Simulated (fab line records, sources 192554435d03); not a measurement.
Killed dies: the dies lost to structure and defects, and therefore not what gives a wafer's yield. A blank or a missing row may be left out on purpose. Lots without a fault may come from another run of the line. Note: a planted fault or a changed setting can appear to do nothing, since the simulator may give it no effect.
Chamber matching / flow n5-finfet / N5_BEOL_M9_STRIP_19 on rie-diel-02 has 4 sister chambers
The step strips in O2. 4 wafers are shown with their chamber, then 8 later ones without.

## WAFERS, EACH WITH ITS CHAMBER
wafer=L085.4; chamber=3; showerhead-plenum-p-Torr (Torr)=1.99
wafer=L087.4; chamber=2; showerhead-plenum-p-Torr (Torr)=2.10
wafer=L087.5; chamber=0; showerhead-plenum-p-Torr (Torr)=2.18
wafer=L090.1; chamber=1; showerhead-plenum-p-Torr (Torr)=2.23

## WAFERS WHOSE CHAMBER IS MISSING
wafer=L090.4; showerhead-plenum-p-Torr (Torr)=2.10
wafer=L090.5; showerhead-plenum-p-Torr (Torr)=2.23
wafer=L094.2; showerhead-plenum-p-Torr (Torr)=2.22
wafer=L094.4; showerhead-plenum-p-Torr (Torr)=2.10
wafer=L094.5; showerhead-plenum-p-Torr (Torr)=2.10
wafer=L092.2; showerhead-plenum-p-Torr (Torr)=2.17
wafer=L092.4; showerhead-plenum-p-Torr (Torr)=2.25
wafer=L092.6; showerhead-plenum-p-Torr (Torr)=2.17

## WHICH CHAMBER EACH WENT THROUGH
wafer=L090.4; from the rows above=2; in truth=2
wafer=L090.5; from the rows above=1; in truth=1
wafer=L094.2; from the rows above=1; in truth=1
wafer=L094.4; from the rows above=2; in truth=2
wafer=L094.5; from the rows above=2; in truth=2
wafer=L092.2; from the rows above=0; in truth=0
wafer=L092.4; from the rows above=1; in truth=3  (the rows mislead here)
wafer=L092.6; from the rows above=0; in truth=0
Placed correctly: 7 of 8. Can't be placed from these rows: 0. 1 placed wrongly.
How it was worked out, from the rows above alone: a wafer's distance from a chamber is the root of the sum, over the readings, of the square of ((its reading less the chamber's mean) divided by the reading's scatter). The wafer belongs to the nearest chamber; if the next one is less than 2 further off, it can't be placed. For every chamber, the mean is computed from those of its wafers that are shown. The scatter (one wafer shown for each chamber): square how far every hidden wafer sits from the nearest shown wafer, average those squares and take the square root.
